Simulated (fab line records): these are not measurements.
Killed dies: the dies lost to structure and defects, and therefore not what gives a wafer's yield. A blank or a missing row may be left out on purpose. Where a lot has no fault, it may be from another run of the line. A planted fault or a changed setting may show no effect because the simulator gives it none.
Matching of chambers | flow n5_finfet | N5_BEOL_M5_DESCUM_16 on rie_diel-04 has 4 sister chambers
The step chemistry O2, time 7 s. 24 wafers are shown with their chamber, then 12 later ones without.

WAFERS WITH THEIR CHAMBER
wafer  | chamber | showerhead_plenum_p_Torr (Torr) | drypump_motor_current_A (A) | throttle_valve_pct (%)
L074.1 | 3       | 2.19                            | 5.4                         | 20.59
L074.5 | 0       | 2.07                            | 5.6                         | 20.53
L074.6 | 3       | 2.19                            | 5.4                         | 20.60
L075.3 | 0       | 2.07                            | 5.6                         | 20.53
L075.4 | 1       | 2.06                            | 5.0                         | 20.67
L075.6 | 2       | 2.01                            | 5.7                         | 20.42
L076.1 | 2       | 2.01                            | 5.7                         | 20.43
L076.2 | 3       | 2.19                            | 5.4                         | 20.61
L076.3 | 0       | 2.07                            | 5.6                         | 20.54
L076.4 | 1       | 2.06                            | 5.0                         | 20.67
L076.5 | 2       | 2.01                            | 5.7                         | 20.41
L076.6 | 3       | 2.19                            | 5.3                         | 20.61
L079.2 | 0       | 2.07                            | 5.7                         | 20.54
L079.3 | 3       | 2.19                            | 5.4                         | 20.61
L079.6 | 2       | 2.01                            | 5.7                         | 20.42
L083.1 | 1       | 2.05                            | 5.0                         | 20.70
L083.2 | 3       | 2.18                            | 5.4                         | 20.63
L083.3 | 1       | 2.05                            | 5.0                         | 20.72
L082.1 | 0       | 2.06                            | 5.6                         | 20.56
L082.4 | 1       | 2.05                            | 5.0                         | 20.71
L082.5 | 2       | 2.01                            | 5.7                         | 20.45
L086.1 | 3       | 2.18                            | 5.4                         | 20.64
L086.3 | 2       | 2.00                            | 5.7                         | 20.46
L086.4 | 2       | 2.00                            | 5.7                         | 20.45

SIGNATURES (means of the wafers above)
reading                  | chamber 0 | chamber 1 | chamber 2 | chamber 3 | scatter within a chamber
showerhead_plenum_p_Torr | 2.0680    | 2.0540    | 2.0071    | 2.1871    | 0.00493
drypump_motor_current_A  | 5.620     | 5.000     | 5.700     | 5.386     | 0.0288
throttle_valve_pct       | 20.5400   | 20.6940   | 20.4343   | 20.6129   | 0.0182
Rule: for a wafer and a chamber, the distance is found by dividing, reading by reading, the gap between the wafer's reading and the chamber's mean by the reading's scatter, squaring, summing and taking the root. If the next closest chamber is less than 2 further off than the closest, the wafer can't be placed; otherwise it belongs to the closest. The scatter: the root of (the sum of the squares of (reading less its chamber's mean) over the shown wafers, divided by (wafers less chambers)).

WAFERS WITH NO CHAMBER GIVEN
wafer  | showerhead_plenum_p_Torr (Torr) | drypump_motor_current_A (A) | throttle_valve_pct (%)
L089.2 | 2.18                            | 5.4                         | 20.65
L089.3 | 2.05                            | 5.0                         | 20.23
L089.5 | 2.05                            | 5.0                         | 20.23
L091.2 | 2.05                            | 5.0                         | 20.24
L091.5 | 2.18                            | 5.4                         | 20.65
L091.6 | 2.00                            | 5.7                         | 20.47
L095.1 | 2.17                            | 5.4                         | 20.66
L095.4 | 2.04                            | 5.0                         | 20.25
L095.6 | 2.17                            | 5.4                         | 20.67
L096.2 | 2.00                            | 5.7                         | 20.48
L096.3 | 2.04                            | 5.0                         | 20.26
L096.4 | 2.17                            | 5.4                         | 20.66

WHICH CHAMBER EACH ONE RAN IN
wafer  | from the rows above | in truth
L089.2 | 3                   | 3
L089.3 | 1                   | 1
L089.5 | 1                   | 1
L091.2 | 1                   | 1
L091.5 | 3                   | 3
L091.6 | 2                   | 2
L095.1 | 3                   | 3
L095.4 | 1                   | 1
L095.6 | 3                   | 3
L096.2 | 2                   | 2
L096.3 | 1                   | 1
L096.4 | 3                   | 3
12 of 12 placed correctly. Can't be placed from these rows: 0. Wrongly placed: 0.
